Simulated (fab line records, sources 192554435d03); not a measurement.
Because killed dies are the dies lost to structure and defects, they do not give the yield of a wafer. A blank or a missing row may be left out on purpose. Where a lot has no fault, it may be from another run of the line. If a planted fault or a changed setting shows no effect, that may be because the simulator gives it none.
The tool behind it: which one? + flow n5 finfet + 72 wafers from 24 lots sampled at 5 of the route's 1938 steps

## WHAT EACH GAUGE READ, for each wafer
N5_BEOL_M4_OVL_MEAS_29.
| lot  | measured     | on         | V3_OVL (nm)    |
|------|--------------|------------|----------------|
| L075 | day 7 10:03  | overlay-02 | 1.2 0.3 -0.1   |
| L074 | day 7 13:50  | overlay-02 | -0.5 0.2 0.6   |
| L076 | day 7 16:49  | overlay-02 | 1.0 0.3 0.1    |
| L077 | day 7 22:38  | overlay-02 | 0.5 -0.7 0.8   |
| L079 | day 8 18:17  | overlay-01 | 0.9 1.4 0.7    |
| L078 | day 8 21:16  | overlay-02 | 1.4 0.8 0.4    |
| L080 | day 9 06:18  | overlay-01 | 0.8 0.8 0.4    |
| L082 | day 9 09:39  | overlay-01 | 0.7 0.4 -0.5   |
| L081 | day 9 09:59  | overlay-01 | 0.0 -1.0 0.4   |
| L083 | day 9 10:42  | overlay-02 | 1.2 0.3 0.8    |
| L084 | day 10 04:43 | overlay-01 | 1.0 0.6 0.8    |
| L085 | day 10 12:35 | overlay-01 | 0.0 1.1 0.9    |
| L086 | day 10 16:45 | overlay-02 | 0.4 1.3 0.2    |
| L087 | day 11 11:03 | overlay-01 | 0.5 1.2 1.5    |
| L088 | day 11 17:29 | overlay-02 | 0.0 0.2 0.2    |
| L089 | day 11 20:09 | overlay-02 | 0.2 -0.1 -0.4  |
| L091 | day 11 21:07 | overlay-02 | -0.2 -0.2 -0.1 |
| L090 | day 11 21:10 | overlay-02 | 0.8 1.1 0.5    |
| L092 | day 12 05:50 | overlay-01 | 0.7 0.5 0.0    |
| L093 | day 12 12:02 | overlay-02 | -0.7 0.1 -0.2  |
| L094 | day 12 14:47 | overlay-02 | -0.2 0.2 -0.8  |
| L095 | day 12 22:08 | overlay-01 | 0.1 1.2 -0.5   |
| L096 | day 13 07:59 | overlay-02 | -0.2 0.8 0.6   |
| L097 | day 13 12:55 | overlay-02 | -1.5 -0.7 -0.2 |

N5_BEOL_M5_OVL_MEAS_12.
| lot  | measured     | on         | M5_OVL (nm)    |
|------|--------------|------------|----------------|
| L075 | day 7 21:49  | overlay-02 | -0.5 -0.9 -0.5 |
| L074 | day 8 14:29  | overlay-02 | -0.8 -0.3 -0.4 |
| L076 | day 8 14:46  | overlay-01 | 0.1 1.1 0.3    |
| L077 | day 8 16:14  | overlay-02 | 0.5 0.9 1.0    |
| L079 | day 9 06:50  | overlay-01 | 0.1 0.3 0.6    |
| L078 | day 9 06:32  | overlay-01 | 0.9 1.0 0.9    |
| L080 | day 9 14:37  | overlay-02 | 0.3 -0.8 -0.2  |
| L082 | day 9 21:21  | overlay-02 | -1.2 -0.4 -1.4 |
| L081 | day 9 21:27  | overlay-01 | -1.6 -0.2 -1.0 |
| L083 | day 10 02:26 | overlay-02 | 0.4 0.1 0.3    |
| L084 | day 10 13:11 | overlay-02 | 0.9 2.0 0.9    |
| L085 | day 10 20:05 | overlay-02 | 0.0 0.0 0.0    |
| L086 | day 11 04:38 | overlay-01 | 0.4 0.8 0.1    |
| L087 | day 12 00:53 | overlay-02 | -0.2 -0.3 -1.2 |
| L088 | day 12 04:34 | overlay-02 | 1.7 1.7 0.4    |
| L089 | day 12 04:37 | overlay-01 | 1.5 2.2 0.8    |
| L091 | day 12 09:17 | overlay-02 | 0.7 1.5 1.2    |
| L090 | day 12 08:55 | overlay-01 | 0.0 0.0 -0.3   |
| L092 | day 13 03:53 | overlay-01 | -0.4 0.2 -0.3  |
| L093 | day 13 01:02 | overlay-01 | 0.1 0.6 -0.8   |
| L094 | day 13 04:05 | overlay-02 | -0.9 -1.1 -0.8 |
| L095 | day 13 10:32 | overlay-02 | 0.0 0.4 -0.7   |
| L096 | day 13 20:11 | overlay-02 | -0.3 -1.0 -0.8 |
| L097 | day 13 23:35 | overlay-01 | -0.9 -1.5 -0.5 |

## WHAT TOOL EACH LOT RAN ON (gives the tool, then ch and the chambers of the sampled wafers, and finally the start)
| lot  | N5_BEOL_M4_ETCH_70                 | N5_BEOL_M4_ETCH_41                            | N5_BEOL_M4_ALD_84                   |
|------|------------------------------------|-----------------------------------------------|-------------------------------------|
| L075 | rie diel-05 ch 0,2,3, day 7 14:43  | rie diel-05 ch 0,2,3, day 7 15:33 or earlier  | ald metal-01 ch 0,1,3, day 7 15:33  |
| L074 | rie diel-06 ch 0,1,3, day 8 05:40  | rie diel-06 ch 0,1,3, day 8 06:35 or earlier  | ald metal-01 ch 0,2,3, day 8 06:35  |
| L076 | rie diel-05 ch 1,2, day 8 05:40    | rie diel-05 ch 1,2, day 8 06:41 or earlier    | ald metal-03 ch 2,3, day 8 06:41    |
| L077 | rie diel-05 ch 0,1,3, day 8 09:03  | rie diel-05 ch 0,1,3, day 8 09:46 or earlier  | ald metal-01 ch 0,1,2, day 8 09:46  |
| L079 | rie diel-06 ch 0,3, day 8 23:27    | rie diel-06 ch 0,3, day 9 00:11 or earlier    | ald metal-04 ch 0,1,2, day 9 00:11  |
| L078 | rie diel-05 ch 0,3, day 8 22:18    | rie diel-05 ch 0,3, day 8 23:47 or earlier    | ald metal-01 ch 1,2,3, day 8 23:47  |
| L080 | rie diel-02 ch 0,1,2, day 9 07:48  | rie diel-02 ch 0,1,2, day 9 08:28 or earlier  | ald metal-01 ch 0,1,2, day 9 08:28  |
| L082 | rie diel-02 ch 0,1,3, day 9 13:58  | rie diel-02 ch 0,1,3, day 9 14:38 or earlier  | ald metal-04 ch 0,2,3, day 9 14:38  |
| L081 | rie diel-05 ch 0,1,2, day 9 14:06  | rie diel-05 ch 0,1,2, day 9 14:46 or earlier  | ald metal-01 ch 2,3, day 9 14:46    |
| L083 | rie diel-02 ch 2,3, day 9 14:26    | rie diel-02 ch 2,3, day 9 15:07 or earlier    | ald metal-03 ch 1,2,3, day 9 15:07  |
| L084 | rie diel-05 ch 1,2,3, day 10 06:14 | rie diel-05 ch 1,2,3, day 10 06:54 or earlier | ald metal-03 ch 2,3, day 10 06:54   |
| L085 | rie diel-06 ch 2,3, day 10 13:02   | rie diel-06 ch 2,3, day 10 13:41 or earlier   | ald metal-04 ch 0,1,2, day 10 13:41 |
| L086 | rie diel-05 ch 0,1, day 10 21:02   | rie diel-05 ch 0,1, day 10 22:41 or earlier   | ald metal-03 ch 0,2,3, day 10 22:41 |
| L087 | rie diel-05 ch 0,1,2, day 11 14:50 | rie diel-05 ch 0,1,2, day 11 15:59 or earlier | ald metal-03 ch 0,2,3, day 11 15:59 |
| L088 | rie diel-05 ch 0,3, day 11 19:34   | rie diel-05 ch 0,3, day 11 20:13 or earlier   | ald metal-03 ch 0,3, day 11 20:13   |
| L089 | rie diel-05 ch 0,1,3, day 11 20:49 | rie diel-05 ch 0,1,3, day 11 21:34 or earlier | ald metal-04 ch 0,1,3, day 11 21:34 |
| L091 | rie diel-06 ch 0,3, day 11 23:44   | rie diel-06 ch 0,3, day 12 00:38 or earlier   | ald metal-04 ch 0,3, day 12 00:38   |
| L090 | rie diel-06 ch 1,2,3, day 12 00:06 | rie diel-06 ch 1,2,3, day 12 00:57 or earlier | ald metal-01 ch 0,1,3, day 12 00:57 |
| L092 | rie diel-02 ch 0,2,3, day 12 20:44 | rie diel-02 ch 0,2,3, day 12 21:49 or earlier | ald metal-03 ch 0,1,3, day 12 21:49 |
| L093 | rie diel-02 ch 2,3, day 12 16:40   | rie diel-02 ch 2,3, day 12 18:10 or earlier   | ald metal-04 ch 0,2, day 12 18:10   |
| L094 | rie diel-02 ch 0,3, day 12 21:08   | rie diel-02 ch 0,3, day 12 22:01 or earlier   | ald metal-03 ch 0,3, day 12 22:01   |
| L095 | rie diel-06 ch 0,1, day 13 02:55   | rie diel-06 ch 0,1, day 13 03:49 or earlier   | ald metal-01 ch 0,1,2, day 13 03:49 |
| L096 | rie diel-02 ch 1,2,3, day 13 11:19 | rie diel-02 ch 1,2,3, day 13 12:08 or earlier | ald metal-04 ch 1,2,3, day 13 12:08 |
| L097 | rie diel-06 ch 0,1,2, day 13 14:22 | rie diel-06 ch 0,1,2, day 13 15:28 or earlier | ald metal-01 ch 2,3, day 13 15:28   |
- N5_BEOL_M4_ETCH_70: etches SOC in N2/H2, target depth 80 nm, overetch 24 nm, time 130 s.
- N5_BEOL_M4_ETCH_41: etches SiCN in CH3F/O2, target depth 29.9 nm, time 52.5 s.
- N5_BEOL_M4_ALD_84: deposits TaN, pulse time 2 s, purge time 3 s, co reactant purge time 2 s.

## WHAT THE TOOLS THEMSELVES READ (means of the sampled wafers that have a number; where no wafer has one, the mark that the record gives instead)
N5_BEOL_M4_ETCH_70.
| lot  | tool        | drypump motor current A (A) | oes product au (a.u.) | rf vpp V (V) | showerhead plenum p Torr (Torr) | throttle valve pct (%) |
|------|-------------|-----------------------------|-----------------------|--------------|---------------------------------|------------------------|
| L075 | rie diel-05 | 5.4                         | 0.57                  | 523.7        | 2.52                            | 17.70                  |
| L074 | rie diel-06 | 5.6                         | 0.56                  | 525.9        | 2.60                            | 17.69                  |
| L076 | rie diel-05 | 5.1                         | 0.65                  | 523.5        | 2.51                            | 17.28                  |
| L077 | rie diel-05 | 5.2                         | 0.60                  | 522.5        | 2.49                            | 17.53                  |
| L079 | rie diel-06 | 6.1                         | 0.56                  | 526.7        | 2.63                            | 17.75                  |
| L078 | rie diel-05 | 5.3                         | 0.57                  | 522.0        | 2.48                            | 17.70                  |
| L080 | rie diel-02 | 5.7                         | 0.60                  | 526.0        | 2.59                            | 17.52                  |
| L082 | rie diel-02 | 5.8                         | 0.57                  | 524.3        | 2.55                            | 17.65                  |
| L081 | rie diel-05 | 5.2                         | 0.61                  | 523.0        | 2.50                            | 17.48                  |
| L083 | rie diel-02 | 5.5                         | 0.62                  | 527.8        | 2.65                            | 17.39                  |
| L084 | rie diel-05 | 5.3                         | 0.64                  | 523.1        | 2.51                            | 17.42                  |
| L085 | rie diel-06 | 6.5                         | 0.52                  | 521.9        | 2.46                            | 18.19                  |
| L086 | rie diel-05 | 5.2                         | 0.60                  | 521.6        | 2.46                            | 17.49                  |
| L087 | rie diel-05 | 5.3                         | 0.59                  | 522.7        | 2.49                            | 17.52                  |
| L088 | rie diel-05 | 5.4                         | 0.64                  | 521.3        | 2.48                            | 17.54                  |
| L089 | rie diel-05 | 5.2                         | 0.63                  | 522.3        | 2.48                            | 17.43                  |
| L091 | rie diel-06 | 6.1                         | 0.55                  | 526.7        | 2.62                            | 17.81                  |
| L090 | rie diel-06 | 6.1                         | 0.56                  | 523.9        | 2.49                            | 17.90                  |
| L092 | rie diel-02 | 5.6                         | 0.59                  | 524.9        | 2.56                            | 17.47                  |
| L093 | rie diel-02 | 5.5                         | 0.59                  | 526.7        | 2.64                            | 17.43                  |
| L094 | rie diel-02 | 5.7                         | 0.57                  | 522.6        | 2.48                            | 17.51                  |
| L095 | rie diel-06 | 5.1                         | 0.64                  | 523.4        | 2.55                            | 17.41                  |
| L096 | rie diel-02 | 5.7                         | 0.63                  | 524.6        | 2.61                            | 17.57                  |
| L097 | rie diel-06 | 5.5                         | 0.66                  | 526.3        | 2.63                            | 17.60                  |

N5_BEOL_M4_ETCH_41.
| lot  | tool        | drypump motor current A (A) | oes product au (a.u.) | rf vpp V (V) | showerhead plenum p Torr (Torr) | throttle valve pct (%) |
|------|-------------|-----------------------------|-----------------------|--------------|---------------------------------|------------------------|
| L075 | rie diel-05 | 5.4                         | 0.76                  | 296.4        | 1.99                            | 16.3                   |
| L074 | rie diel-06 | 5.6                         | 0.75                  | 298.1        | 2.04                            | 16.3                   |
| L076 | rie diel-05 | 5.1                         | 0.87                  | 297.6        | 1.98                            | 15.8                   |
| L077 | rie diel-05 | 5.2                         | 0.79                  | 296.3        | 1.96                            | 16.0                   |
| L079 | rie diel-06 | 6.1                         | 0.76                  | 298.7        | 2.07                            | 16.3                   |
| L078 | rie diel-05 | 5.3                         | 0.75                  | 296.6        | 1.96                            | 16.2                   |
| L080 | rie diel-02 | 5.7                         | 0.80                  | 297.7        | 2.03                            | 16.0                   |
| L082 | rie diel-02 | 5.8                         | 0.77                  | 297.3        | 2.00                            | 16.2                   |
| L081 | rie diel-05 | 5.2                         | 0.81                  | 296.2        | 1.97                            | 16.0                   |
| L083 | rie diel-02 | 5.5                         | 0.84                  | 298.2        | 2.07                            | 15.8                   |
| L084 | rie diel-05 | 5.3                         | 0.87                  | 297.0        | 1.98                            | 16.0                   |
| L085 | rie diel-06 | 6.5                         | 0.69                  | 296.1        | 1.95                            | 16.9                   |
| L086 | rie diel-05 | 5.1                         | 0.80                  | 296.2        | 1.94                            | 16.0                   |
| L087 | rie diel-05 | 5.2                         | 0.79                  | 297.1        | 1.96                            | 16.1                   |
| L088 | rie diel-05 | 5.4                         | 0.86                  | 295.8        | 1.96                            | 16.1                   |
| L089 | rie diel-05 | 5.1                         | 0.84                  | 295.3        | 1.95                            | 16.0                   |
| L091 | rie diel-06 | 6.1                         | 0.74                  | 299.0        | 2.06                            | 16.4                   |
| L090 | rie diel-06 | 6.1                         | 0.77                  | 296.7        | 1.97                            | 16.5                   |
| L092 | rie diel-02 | 5.6                         | 0.80                  | 297.2        | 2.01                            | 16.0                   |
| L093 | rie diel-02 | 5.5                         | 0.80                  | 298.6        | 2.06                            | 15.9                   |
| L094 | rie diel-02 | 5.7                         | 0.78                  | 296.4        | 1.96                            | 16.0                   |
| L095 | rie diel-06 | 5.0                         | 0.89                  | 297.4        | 2.01                            | 15.9                   |
| L096 | rie diel-02 | 5.7                         | 0.85                  | 297.8        | 2.04                            | 16.0                   |
| L097 | rie diel-06 | 5.5                         | 0.90                  | 298.3        | 2.07                            | 16.1                   |

N5_BEOL_M4_ALD_84.
| lot  | tool         | heater power w (W) | precursor vessel carrier sccm (sccm) | susceptor temp C (C) |
|------|--------------|--------------------|--------------------------------------|----------------------|
| L075 | ald metal-01 | 441                | 1000                                 | 274.96               |
| L074 | ald metal-01 | 397                | 998                                  | 274.97               |
| L076 | ald metal-03 | 433                | 1005                                 | 275.17               |
| L077 | ald metal-01 | 424                | 1002                                 | 275.11               |
| L079 | ald metal-04 | 430                | 1000                                 | 275.00               |
| L078 | ald metal-01 | 469                | 999                                  | 275.08               |
| L080 | ald metal-01 | 424                | 999                                  | 275.24               |
| L082 | ald metal-04 | 429                | 1002                                 | 275.11               |
| L081 | ald metal-01 | 441                | 1000                                 | 274.85               |
| L083 | ald metal-03 | 424                | 1001                                 | 274.98               |
| L084 | ald metal-03 | 431                | 998                                  | 274.99               |
| L085 | ald metal-04 | 421                | 1001                                 | 275.03               |
| L086 | ald metal-03 | 415                | 997                                  | 275.09               |
| L087 | ald metal-03 | 411                | 1002                                 | 275.05               |
| L088 | ald metal-03 | 435                | 997                                  | 275.20               |
| L089 | ald metal-04 | 415                | 1003                                 | 275.08               |
| L091 | ald metal-04 | 409                | 998                                  | 274.93               |
| L090 | ald metal-01 | 441                | 998                                  | 274.88               |
| L092 | ald metal-03 | 416                | 1003                                 | 275.14               |
| L093 | ald metal-04 | 465                | 1002                                 | 274.90               |
| L094 | ald metal-03 | 422                | 1002                                 | 275.24               |
| L095 | ald metal-01 | 428                | 999                                  | 275.24               |
| L096 | ald metal-04 | 390                | 1000                                 | 275.06               |
| L097 | ald metal-01 | 438                | 1000                                 | 274.89               |

## THE ANSWER, worked out from the rows above alone
Rule: the usual values come from the lots themselves. The widest of any qualifying gaps counts: lots, ordered by their means at a reading, are off when they make up no more than a third of the lots, leave a main group of 4 or more, and stand apart from it by 3 or more times the standard deviation of that group's means. If all means in a main group match to the digits the tables above print for the reading, that group is not used. A lot without any number at a reading at which 4 lots or more have one is off too. Where the step has rows for the other lots, those lots are counted as sound. Order of review: gauges by route order, followed by the tools' own readings, for which a lot's mean as printed above is used. The first step at which some lot is off is used, and at that step the reading that is off furthest; a lot without a number counts as furthest.
No lot is off on any of the readings shown, so nothing can be concluded from this.

## WHAT THE SIMULATOR PUT IN
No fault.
